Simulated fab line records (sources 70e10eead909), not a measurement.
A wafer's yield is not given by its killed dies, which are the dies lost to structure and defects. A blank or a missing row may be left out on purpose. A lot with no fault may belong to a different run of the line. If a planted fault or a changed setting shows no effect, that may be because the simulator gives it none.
Problem report, 8D (eight disciplines) form, completed by code | flow nand_harc | the parts of the form that need people (team, actions taken, sign-off) are left out

== 1. THE ISSUE ==
Mean of killed_dies at NHARC_END_SORT_01: 346 across 3 wafers in 2 lots; on wafers with no fault it is 65 (standard deviation 20). Measured from the usual mean, that is +14 standard deviations.
First observed at day 28 16:17: wafer L571.3, on prober-02. The record holds 36 wafers of 12 lots with a number at this step. Rule for "out" (also "out of limits"): further than 4 standard deviations from the usual mean. All remaining wafers that have a number are taken as sound.

== 2. WHAT IT IS, WHAT IT ISN'T ==
question                    | is                           | is not
which readings at this step | killed_dies, killed_at_array | killed_open, killed_short
which lots                  | L571, L574                   | L561, L563, L565, L566, L568, L577, L578, L580, L582, L583
which wafers of those lots  | L571.3, L571.5, L574.6       | L571.1, L574.2, L574.5
read on which gauges        | prober-02                    | prober-01
when                        | from day 28 16:17            | up to then (16 sound wafers); but 17 sound wafers of L574, L577, L578, L580, L582, L583 came after

== 3. WHAT RULES OUT EACH SUSPECT ==
Counting: a tool at a process step up to the reading stays a suspect if it ran every lot that is out. Sound lots after the first of them don't rule it out here, since some wafers of a struck lot are sound.
- the gauge at NHARC_END_SORT_01: ruled out. All the wafers that are out were read on prober-02, but those of them that NHARC_A_CONTACT_ETCH_97 has rows for are out there too, on other tools.
- rie_diel-09 at NHARC_A_CONTACT_ETCH_97 (etches the open film in C4F6/O2, target depth 20 nm, time 10 s): kept. It processed each lot that is out (first: L571, day 26 10:50); up to then, its last sound lot is L566 (day 23 21:45). Its own oes_product_au readings are out on those wafers.
- At NHARC_A_CONTACT_ETCH_97, inside rie_diel-09: chamber 3 took the wafers that are out, while their sound lot-mates went through chambers 0, 1, 2.
Remaining after the count: rie_diel-09 at NHARC_A_CONTACT_ETCH_97.

== 4. THE CAUSE (what the simulator had put in) ==
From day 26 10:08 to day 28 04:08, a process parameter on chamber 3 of rie_diel-09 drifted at NHARC_A_CONTACT_ETCH_97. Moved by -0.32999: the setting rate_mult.
This tool alone remained once counting was done.

== 5. THE EFFECT CHAIN, in route order ==
Each row: a reading where the mean over the struck wafers with a number is more than 3 standard deviations away from the usual. Only readings whose record carries a usual standard deviation are examined. hours: median over the lots of the time between each lot's start at the first step of this table that gives one and its start at this step. sigmas: the change, counted in usual standard deviations.
hours | step                    | reading         | usual      | on struck wafers | change | sigmas
0     | NHARC_A_CONTACT_ETCH_97 | oes_product_au  | 0.954 a.u. | 0.755            | -0.199 | -9.9
56    | NHARC_END_SORT_01       | killed_at_array | 60         | 336              | +276   | +13
56    | NHARC_END_SORT_01       | killed_dies     | 65         | 346              | +281   | +14
Process steps it contains:
- NHARC_A_CONTACT_ETCH_97: etches the open film in C4F6/O2, target depth 20 nm, time 10 s.

== 6. HOW IT WOULD HAVE BEEN CAUGHT EARLIER ==
54 hours passed between the start of the fault at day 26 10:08 and the first reading out of limits at a measuring or inspecting step in this record, taken at day 28 16:17.
The tool's own readings at NHARC_A_CONTACT_ETCH_97 were out on every struck wafer that the step has a row for (oes_product_au): an alarm limit on them would have fired on the first of those.
Each of the lots that are out, 2 in all, had begun NHARC_A_CONTACT_ETCH_97 on rie_diel-09 no later than day 28 16:17. None of them would have been spared by holding the tool at that moment.
